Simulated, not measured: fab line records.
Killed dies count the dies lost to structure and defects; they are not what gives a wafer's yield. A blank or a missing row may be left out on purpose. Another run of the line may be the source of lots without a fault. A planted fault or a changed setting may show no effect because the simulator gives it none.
fab line records	flow n5-finfet
record: lots: 9	wafers: 27	last-day: 19
route steps=1938 shown DUMMY_GATE@233 BEOL_M4@1111
lots with no fault: from the same line, run without faults
start-h: start of the lot's first displayed wafer, in hours after the record's first day	wait-h: how many hours have passed since the lot's step before this one	" same as the row above	L1.1+2: a single row standing in for several wafers	- no value, or no start was given	* or withheld: withheld	< > ~ a bound
route shown NAME@n: NAME is a module with steps in the file, n the number in the route of the first one	usual: mean and standard deviation over wafers with no fault	same: alike in all rows	chamber/n: place in a boat	sites: per-site readings	_std_site: the values' standard deviation	_edge_site: inner sites' mean taken away from outer sites' mean	radius-mm: how far each site lies from the wafer's centre	mask NAME#n: copy n	behind: the tool/chamber that last shaped the wafer	hold: what put the lot on hold/how long, in hours/how the hold closed	device: which transistor (n, p or np) failed to switch	end of line: the route-end tests of the same wafers	a step without rows: its recipe alone	killed: not the wafer's yield, but the dies lost to structure and defects at the first sort	map: a wafer's dies, marking killed ones x, the rest . and places with no die _
set.NAME: the setting that was run; set.NAME@STEP: the one run at that earlier step	model.NAME: the simulator's own value behind a step, which no gauge read
a sample of lots followed through the steps of the route, with each step as a table and each wafer as a row
services: from which hour (start-h, from the record's first day; less than 0 if before it) a tool's chamber was out of use, for how many hours, and why
== steps ==
step: N5_DUMMY_GATE_INSPECT_17
recipe: mode: adi	inspect-instrument: brightfield
usual: raw-defect-count: 218/64
lot.wafer	tool	chamber	start-h	wait-h	raw-defect-count
L213.2	defect-inspect-01	-	51.11	0.0	304
L213.5	"	-	"	"	379
L213.6	"	-	"	"	228
L216.2	defect-inspect-01	-	66.62	0.0	196
L216.3	"	-	"	"	183
L216.6	"	-	"	"	191
L217.1	defect-inspect-01	-	72.96	0.1	210
L217.2	"	-	"	"	186
L217.6	"	-	"	"	194
L219.1	defect-inspect-01	-	81.72	0.1	318
L219.3	"	-	"	"	506
L219.6	"	-	"	"	369
L221.3	defect-inspect-02	-	95.28	0.0	199
L221.5	"	-	"	"	207
L221.6	"	-	"	"	235
L225.2	defect-inspect-01	-	125.01	0.0	275
L225.5	"	-	"	"	231
L225.6	"	-	"	"	176
L233.1	defect-inspect-01	-	167.36	0.1	112
L233.2	"	-	"	"	129
L233.5	"	-	"	"	115
L234.1	defect-inspect-01	-	174.06	0.1	237
L234.4	"	-	"	"	237
L234.5	"	-	"	"	349
L235.2	defect-inspect-01	-	179.90	0.0	127
L235.3	"	-	"	"	219
L235.6	"	-	"	"	187
step: N5_DUMMY_GATE_ETCH_29
recipe: chemistry: N2/H2	target: underlayer	target-depth-a: 130	ion-energy-ev: 200	pressure-mtorr: 30	source-w: 840	bias-w: 150	n2-flow-sccm: 200	h2-flow-sccm: 200
usual: chamber-pressure-mTorr: 30.00/0.032	drypump-motor-current-A: 5.7/0.53	oes-product-au: 0.80/0.072	rf-fwd-power-W: 831/3.9	rf-vpp-V: 524.1/2.4	showerhead-plenum-p-Torr: 2.55/0.081	throttle-valve-pct: 17.86/0.26
lot.wafer	tool	chamber	start-h	wait-h	chamber-pressure-mTorr	drypump-motor-current-A	oes-product-au	rf-fwd-power-W	rf-hours-counter-h	rf-vpp-V	showerhead-plenum-p-Torr	throttle-valve-pct
L213.2	rie-diel-01	1	51.21	0.0	29.99	5.8	0.75	831	153	520.3	2.45	18.02
L213.5	"	1	"	"	29.97	5.8	0.76	838	-	520.1	2.45	18.02
L213.6	"	0	"	"	29.96	6.0	0.73	828	-	524.8	2.55	18.00
L216.2	rie-diel-01	0	66.72	0.0	29.95	6.1	0.73	832	140	523.5	2.55	18.01
L216.3	"	2	"	"	29.99	5.9	0.82	824	62	526.4	2.68	17.74
L216.6	"	3	"	"	30.05	6.3	0.98	832	-	523.7	2.48	17.33
L217.1	rie-diel-01	2	73.06	0.0	30.05	5.9	0.82	823	64	527.3	2.68	17.73
L217.2	"	3	"	"	30.05	6.2	0.95	832	6	523.5	2.48	17.34
L217.6	"	0	"	"	30.02	6.1	0.72	828	-	524.7	2.55	18.01
L219.1	rie-diel-03	0	81.82	0.0	29.98	5.5	0.71	830	245	525.0	2.62	18.17
L219.3	"	2	"	"	30.06	5.1	0.84	829	59	526.8	2.59	17.85
L219.6	"	2	"	"	30.01	5.1	0.83	832	-	525.4	2.59	17.84
L221.3	rie-diel-01	2	95.65	0.0	29.93	5.9	0.81	823	71	526.4	2.68	17.79
L221.5	"	1	"	"	29.98	5.8	0.74	837	-	519.7	2.44	18.03
L221.6	"	2	"	"	30.03	5.8	0.79	821	-	528.2	2.68	17.76
L225.2	rie-diel-06	2	125.12	0.0	29.97	5.9	0.76	830	139	526.0	2.65	17.85
L225.5	"	3	"	"	29.99	6.0	0.76	835	-	523.0	2.54	17.69
L225.6	"	2	"	"	30.05	5.9	0.76	832	-	526.3	2.66	17.85
L233.1	rie-diel-01	1	167.46	0.0	30.03	5.8	0.74	827	186	522.0	2.44	18.08
L233.2	"	0	"	"	29.99	6.0	0.70	828	169	523.2	2.54	18.07
L233.5	"	3	"	"	30.02	6.3	0.89	833	-	521.6	2.47	17.41
L234.1	rie-diel-03	0	174.16	0.0	29.98	5.5	0.92	833	12	524.6	2.61	17.74
L234.4	"	0	"	"	29.98	5.5	0.93	828	-	524.8	2.61	17.75
L234.5	"	2	"	"	30.03	5.1	0.80	832	-	526.5	2.58	17.90
L235.2	rie-diel-03	3	180.00	0.0	29.97	4.7	0.78	835	132	521.0	2.45	18.05
L235.3	"	0	"	"	30.05	5.5	0.93	837	14	525.4	2.61	17.75
L235.6	"	3	"	"	30.01	4.7	0.78	835	-	520.6	2.45	18.05
step: N5_DUMMY_GATE_ETCH_23
recipe: chemistry: HBr/Cl2/O2	HBr_flow_sccm: 150	Cl2_flow_sccm: 80	O2_flow_sccm: 12	bias-w: 102	target-depth-a: 410	time-s: 22.3	target: poly-Si	mask-material: SiO2	pressure-mtorr: 10	icp-w: 800
usual: chamber-pressure-mTorr: 10.002/0.0098	drypump-motor-current-A: 5.9/0.56	mfc-cl2-sccm: 79.97/0.24	oes-product-au: 0.998/0.018	rf-fwd-power-W: 793.9/3	throttle-valve-pct: 37.2/0.35
same: time-s: 22.3
lot.wafer	tool	chamber	start-h	wait-h	chamber-pressure-mTorr	drypump-motor-current-A	mfc-cl2-sccm	oes-product-au	rf-fwd-power-W	rf-hours-counter-h	throttle-valve-pct
L213.2	rie-si-04	0	51.85	0.0	9.996	6.2	80.21	1.029	787.3	39	37.5
L213.5	"	3	"	"	10.011	6.0	80.35	1.014	793.8	-	36.9
L213.6	"	2	"	"	10.019	6.4	80.22	1.029	793.5	-	36.9
L216.2	rie-si-03	2	67.37	0.0	10.006	5.7	80.33	0.999	792.2	182	36.9
L216.3	"	0	"	"	9.990	5.1	79.39	0.963	792.3	3	37.1
L216.6	"	3	"	"	9.998	6.5	80.19	1.002	795.4	-	37.6
L217.1	rie-si-03	3	73.70	0.0	10.009	6.5	79.79	0.994	792.9	98	37.6
L217.2	"	1	"	"	9.986	6.6	79.87	0.976	796.8	70	37.3
L217.6	"	3	"	"	10.011	6.4	79.74	0.992	796.8	-	37.7
L219.1	rie-si-04	3	82.47	0.0	9.998	6.0	80.07	1.007	792.8	125	36.9
L219.3	"	0	"	"	9.999	6.2	79.93	1.032	785.1	39	37.5
L219.6	"	3	"	"	10.002	6.0	79.86	1.005	789.6	-	36.9
L221.3	rie-si-04	1	96.33	0.0	10.000	5.9	79.89	1.028	796.7	8	37.6
L221.5	"	1	"	"	9.999	6.0	79.60	1.016	791.5	-	37.6
L221.6	"	2	"	"	10.012	6.4	79.68	1.018	788.6	-	36.9
L225.2	rie-si-01	3	125.87	0.0	10.012	5.7	79.91	0.983	789.4	91	37.5
L225.5	"	1	"	"	9.998	4.9	80.05	0.991	795.7	-	36.5
L225.6	"	3	"	"	9.989	5.7	79.75	0.996	791.8	-	37.4
L233.1	rie-si-03	1	168.33	0.0	10.013	6.5	80.11	1.398	793.1	72	37.3
L233.2	"	0	"	"	10.004	5.1	79.66	1.378	790.5	5	37.1
L233.5	"	2	"	"	9.997	5.7	79.59	1.444	792.9	-	36.9
L234.1	rie-si-04	2	174.79	0.0	9.989	6.4	80.25	1.028	796.3	2	36.9
L234.4	"	1	"	"	10.006	5.9	80.24	1.021	790.3	9	37.6
L234.5	"	2	"	"	10.002	6.4	79.87	1.026	794.6	-	36.9
L235.2	rie-si-03	1	180.66	0.0	10.026	6.6	79.91	1.415	789.5	72	37.3
L235.3	"	2	"	"	10.013	5.7	80.29	1.425	790.2	184	36.9
L235.6	"	2	"	"	10.008	5.7	80.18	1.447	793.7	-	36.9
step: N5_DUMMY_GATE_ETCH_42
recipe: chemistry: CHF3/O2	target: SiO2	target-depth-a: 35	time-s: 31	ion-energy-ev: 30	bias-w: 12	pressure-mtorr: 30	source-w: 600	Ar_flow_sccm: 200	CHF3_flow_sccm: 50	O2_flow_sccm: 5
usual: chamber-pressure-mTorr: 30.000/0.027	drypump-motor-current-A: 5.6/0.55	oes-product-au: 0.81/0.085	rf-fwd-power-W: 594.5/2.5	rf-vpp-V: 42.7/0.88	showerhead-plenum-p-Torr: 2.43/0.073	throttle-valve-pct: 18.75/0.28
same: time-s: 31
lot.wafer	tool	chamber	start-h	wait-h	chamber-pressure-mTorr	drypump-motor-current-A	oes-product-au	rf-fwd-power-W	rf-hours-counter-h	rf-vpp-V	showerhead-plenum-p-Torr	throttle-valve-pct
L213.2	rie-diel-06	2	52.06	0.0	30.026	5.9	0.78	596.7	114	42.6	2.55	18.79
L213.5	"	2	"	"	30.065	6.0	0.78	592.2	-	43.2	2.55	18.79
L213.6	"	3	"	"	30.036	6.0	0.79	597.0	-	43.1	2.42	18.59
L216.2	rie-diel-06	3	67.58	0.0	29.936	6.0	0.78	595.7	114	42.3	2.42	18.61
L216.3	"	2	"	"	30.033	6.0	0.77	598.7	121	42.3	2.54	18.81
L216.6	"	2	"	"	30.024	5.9	0.76	596.9	-	42.1	2.54	18.80
L217.1	rie-diel-03	2	73.91	0.0	29.990	5.1	0.83	593.9	57	43.0	2.45	18.67
L217.2	"	3	"	"	29.989	4.7	0.80	598.0	98	42.8	2.34	18.78
L217.6	"	1	"	"	30.012	5.0	0.87	601.5	-	42.1	2.34	18.92
L219.1	rie-diel-06	3	82.69	0.0	30.016	6.0	0.77	598.5	120	42.2	2.42	18.61
L219.3	"	1	"	"	30.035	5.2	0.69	594.2	238	42.9	2.49	19.30
L219.6	"	0	"	"	29.957	6.6	1.00	589.1	-	42.0	2.46	18.09
L221.3	rie-diel-01	0	96.54	0.0	29.967	6.1	0.73	593.5	150	42.4	2.40	18.88
L221.5	"	1	"	"	30.035	5.8	0.73	595.0	-	41.7	2.32	18.91
L221.6	"	0	"	"	30.000	6.0	0.72	591.0	-	41.4	2.40	18.89
L225.2	rie-diel-06	2	126.26	0.2	29.994	6.0	0.76	594.6	140	43.2	2.54	18.84
L225.5	"	0	"	"	30.006	6.6	0.95	592.1	-	42.3	2.45	18.12
L225.6	"	2	"	"	29.980	5.9	0.75	593.6	-	43.1	2.54	18.82
L233.1	rie-diel-03	2	168.92	0.4	29.969	5.0	0.81	595.4	86	42.3	2.44	18.71
L233.2	"	0	"	"	29.971	5.5	0.94	593.6	10	44.0	2.45	18.60
L233.5	"	1	"	"	30.001	5.0	0.83	592.8	-	42.6	2.33	18.99
L234.1	rie-diel-06	2	175.30	0.3	29.978	6.0	0.74	596.3	156	41.6	2.53	18.87
L234.4	"	3	"	"	29.992	6.0	0.74	597.5	147	43.1	2.40	18.65
L234.5	"	0	"	"	29.986	6.6	0.91	589.9	-	42.4	2.45	18.13
L235.2	rie-diel-06	3	181.14	0.3	30.005	6.0	0.75	595.6	148	44.4	2.40	18.67
L235.3	"	1	"	"	30.018	5.2	0.95	598.1	10	41.3	2.48	18.92
L235.6	"	2	"	"	29.988	6.0	0.74	591.8	-	43.1	2.53	18.85
step: N5_BEOL_M4_RC_MEAS_101
usual: DIBL_N: 36.6/1.9	DIBL_P: 36.7/2.2	IOFF_N: 0.16/0.035	IOFF_P: 0.22/0.038	ION_N: 672/14	ION_P: 462/8.3	SS_N: 71.6/0.65	SS_P: 73.5/0.72	VT_N: 250/3.5	VT_P: -250/3.1
lot.wafer	tool	chamber	start-h	wait-h	DIBL_N[mV/V]	DIBL_P[mV/V]	IOFF_N[nA/um]	IOFF_P[nA/um]	ION_N[uA/um]	ION_P[uA/um]	SS_N[mV/dec]	SS_P[mV/dec]	VT_N[mV]	VT_P[mV]
L213.2	prober-01	0	203.17	0.2	39.2	40.5	0.22	0.34	686	483	71.1	74.5	243	-239
L213.5	"	0	"	"	37.5	39.0	0.17	0.29	677	471	71.0	73.9	247	-244
L213.6	"	0	"	"	33.2	32.6	0.10	0.18	646	455	69.9	72.5	255	-252
L217.1	prober-02	0	207.69	0.0	36.5	36.7	0.15	0.19	653	448	71.6	73.3	254	-258
L217.2	"	0	"	"	34.4	34.7	0.12	0.16	667	453	71.0	72.7	254	-257
L217.6	"	0	"	"	33.4	32.6	0.11	0.14	650	442	70.7	71.6	257	-257
L216.2	prober-02	0	213.24	0.2	35.1	35.1	0.14	0.18	679	466	71.7	72.6	252	-252
L216.3	"	0	"	"	36.8	37.9	0.16	0.22	668	460	71.1	74.0	253	-251
L216.6	"	0	"	"	35.6	36.8	0.15	0.21	680	469	70.9	72.8	250	-249
L219.1	prober-02	0	226.45	0.0	35.9	36.8	0.17	0.24	691	476	71.0	73.7	249	-249
L219.3	"	0	"	"	37.2	37.1	0.17	0.22	664	455	72.0	74.0	251	-249
L219.6	"	0	"	"	36.9	37.2	0.16	0.23	670	462	72.5	74.4	252	-249
L221.3	prober-01	0	238.77	0.3	36.2	36.5	0.14	0.21	674	459	71.4	73.3	256	-252
L221.5	"	0	"	"	36.9	37.1	0.16	0.23	673	467	71.7	74.2	251	-245
L221.6	"	0	"	"	35.3	35.5	0.13	0.20	674	465	71.0	73.5	251	-250
L225.2	prober-01	0	257.68	0.2	39.4	38.3	0.19	0.29	660	458	72.1	74.2	249	-245
L225.5	"	0	"	"	37.4	34.6	0.15	0.22	660	462	71.8	73.2	252	-248
L225.6	"	0	"	"	37.5	36.3	0.16	0.26	674	468	72.5	73.5	251	-248
L233.1	prober-01	0	319.10	0.0	37.7	38.8	0.17	0.23	679	469	71.0	74.5	250	-249
L233.2	"	0	"	"	37.7	39.3	0.17	0.26	668	456	71.5	74.0	253	-247
L233.5	"	0	"	"	39.2	39.1	0.18	0.24	656	452	72.5	75.0	253	-249
L235.2	prober-02	0	319.81	0.2	38.3	37.6	0.20	0.27	700	472	71.9	73.6	248	-244
L235.3	"	0	"	"	39.4	39.5	0.23	0.31	683	467	71.9	74.2	244	-243
L235.6	"	0	"	"	38.1	37.0	0.18	0.26	675	464	72.5	73.7	248	-245
L234.1	prober-02	0	326.31	0.0	38.1	37.1	0.19	0.25	669	458	71.4	73.8	249	-248
L234.4	"	0	"	"	35.2	34.2	0.14	0.19	680	466	71.2	72.6	251	-250
L234.5	"	0	"	"	35.7	34.4	0.14	0.21	678	474	71.6	73.6	249	-248
== services ==
tool	chamber	start-h	hours	kind
rie-diel-06	2	27.40	9.0	repair
rie-diel-01	3	32.68	-	clean
rie-diel-01	3	32.68	-	consumable-replace:focus-ring
rie-diel-06	0	47.38	-	clean
rie-diel-06	0	47.38	-	consumable-replace:focus-ring
rie-diel-06	0	47.38	27.5	scheduled-down
rie-diel-06	0	47.38	27.5	vent-cycle
rie-si-01	3	51.18	5.7	repair
rie-si-03	1	55.40	6.2	repair
rie-diel-03	3	59.26	6.7	repair
rie-diel-01	0	99.20	8.2	repair
rie-si-01	0	99.56	38.7	repair
rie-diel-01	1	103.86	16.6	repair
rie-si-03	2	120.54	1.2	repair
rie-diel-06	1	125.06	-	clean
rie-diel-06	1	125.06	-	consumable-replace:focus-ring
rie-diel-06	1	125.06	11.0	scheduled-down
rie-diel-06	1	125.06	11.0	vent-cycle
rie-diel-03	-	143.10	1.2	repair
rie-diel-06	1	151.90	8.1	repair
rie-diel-01	-	164.46	0.3	repair
rie-si-01	-	169.59	2.8	pm
rie-diel-06	3	170.12	4.2	repair
rie-si-03	-	174.22	2.8	pm
== key ==
first-sign: step: N5_DUMMY_GATE_ETCH_23	reading: oes-product-au	direction: up	sigmas: 24	usual: 0.998	struck: 1.418
effect none on later readings
met-at N5_DUMMY_GATE_ETCH_23
struck-lots L233,L235
not-acting-at N5_DUMMY_GATE_INSPECT_17,N5_DUMMY_GATE_ETCH_29,N5_DUMMY_GATE_ETCH_42
onset-between 73.70 168.33
fault: kind: process-parameter-drift	tool: rie-si-03	chamber: -	onset-h: 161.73	steps: N5_DUMMY_GATE_ETCH_23	channel: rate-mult	offset: 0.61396	shape: step	end-h: 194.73
